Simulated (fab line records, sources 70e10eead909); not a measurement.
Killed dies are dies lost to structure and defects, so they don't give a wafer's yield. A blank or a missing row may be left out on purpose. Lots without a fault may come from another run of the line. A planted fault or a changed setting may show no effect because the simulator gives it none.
A struck lot beside a sound one | flow nand_harc | 15 steps out of a route of 1302
Sound: wafers L310.2, L310.4, L310.6. Struck: wafers L315.3, L315.4, L315.5. The cause comes at the end.
At each step with rows: each side's tool, then ch and its chambers, then its first start. Under that, the readings that differ: sound wafers | struck wafers | difference of the means | sigmas: that difference in standard deviations of wafers without a fault.
alike: readings whose means differ by less than 2 such deviations, and words and numbers that are the same on both sides. not compared: withheld readings, readings that some wafer has no value for, bounds like >300 that may hide the same value, and numbers for which the record gives no deviation and whose values overlap.
The two part at a step that has a row with sigmas, a row that says differs or no value, or rows on one side only. Numbers that don't overlap but have no deviation are shown without sigmas and don't part them. A reading that every wafer of one side lacks parts them only if that side has two wafers or more.

NHARC_A_CHANNEL_HOLE_D1_STRIP_27: strips in O2.
  sound on rie_diel-05 ch 0,2,3; struck on rie_diel-05 ch 1,2,3
  alike: drypump_motor_current_A, oes_product_au, rf_vpp_V, showerhead_plenum_p_Torr, throttle_valve_pct
  not compared: rf_hours_counter_h
then, 2 steps without rows for these wafers: NHARC_A_CHANNEL_HOLE_D1_PRECLEAN_28 (cleans in SC1); NHARC_A_CHANNEL_HOLE_D1_SRD_29.
NHARC_A_CHANNEL_HOLE_D1_CD_MEAS_30:
  sound on cd_sem-03, day 11 08:46; struck on cd_sem-02, day 13 16:30
  alike: cd_nm
NHARC_A_CHANNEL_HOLE_D1_XSEM_31:
  sound on xsem-01 ch 0, day 11 08:52; struck on xsem-02 ch 0, day 13 16:36
  reading            | sound          | struck         | difference | sigmas
  tilt_deg (degrees) | 0.14 0.14 0.14 | 0.06 0.06 0.06 | -0.08      | -2
  alike: bot_cd_nm, bow_nm
NHARC_A_CHANNEL_HOLE_D1_INSPECT_40:
  sound on defect_inspect-02, day 11 08:57; struck on defect_inspect-01, day 13 16:41
  alike: raw_defect_count
then, 2 steps without rows for these wafers: NHARC_A_CHANNEL_FILL_D1_PRECLEAN_00 (cleans in SC1); NHARC_A_CHANNEL_FILL_D1_SRD_01.
NHARC_A_CHANNEL_FILL_D1_ALD_02: deposits SiO2, target thk 6 nm, pulse time 10 s, ald cycles 60.
  sound on ald_hk-01 ch 0,2,3, day 11 09:13; struck on ald_hk-03 ch 1,3, day 13 16:59
  alike: ald_cycles, heater_power_w, precursor_pulse_height_rel, susceptor_temp_C
then, 1 step without rows for these wafers: NHARC_A_CHANNEL_FILL_D1_ALD_03 (deposits SiNx, target thk 6 nm, pulse time 60 s, ald cycles 58).
NHARC_A_CHANNEL_FILL_D1_ALD_14: deposits SiO2, target thk 2.5 nm, pulse time 10 s, ald cycles 25.
  sound on ald_hk-03 ch 1,3, day 11 14:14; struck on ald_hk-02 ch 0,2, day 13 21:46
  alike: ald_cycles, heater_power_w, precursor_pulse_height_rel, susceptor_temp_C
NHARC_A_CHANNEL_FILL_D1_ALD_15: deposits SiNx, target thk 2 nm, pulse time 60 s, ald cycles 19.
  sound on ald_sin_batch-01 ch 0; struck on ald_sin_batch-01 ch 0
  reading              | sound                | struck | difference                    | sigmas
  susceptor_temp_C (C) | 630.36 630.29 630.18 | - - -  | no value on the struck wafers |
  alike: ald_cycles, precursor_pulse_height_rel
NHARC_A_CHANNEL_FILL_D1_ALD_16: deposits SiO2, target thk 1.5 nm, pulse time 10 s, ald cycles 15.
  sound on ald_hk-01 ch 0,1,2, day 11 19:29; struck on ald_hk-02 ch 1,2,3, day 14 02:41
  reading    | sound    | struck   | difference | sigmas
  ald_cycles | 15 15 15 | 14 14 14 | -1         |
  alike: heater_power_w, precursor_pulse_height_rel, susceptor_temp_C
then, 1 step without rows for these wafers: NHARC_A_CHANNEL_FILL_D1_ANNEAL_17 (time 1800 s).
-- the record jumps here: 15 days lie between the struck wafers' starts before and after (it left off in module A_CHANNEL_FILL_D1 and takes up again in module END, whose first step shown is number 1302 of the route) --
NHARC_END_SORT_01:
  the record has rows for the struck wafers here (prober-01 ch 0, day 29 11:55) and none for the sound ones

WHERE THEY PART
First at NHARC_A_CHANNEL_HOLE_D1_XSEM_31; last, within this record, at NHARC_END_SORT_01.

WHY: what the simulator had put in
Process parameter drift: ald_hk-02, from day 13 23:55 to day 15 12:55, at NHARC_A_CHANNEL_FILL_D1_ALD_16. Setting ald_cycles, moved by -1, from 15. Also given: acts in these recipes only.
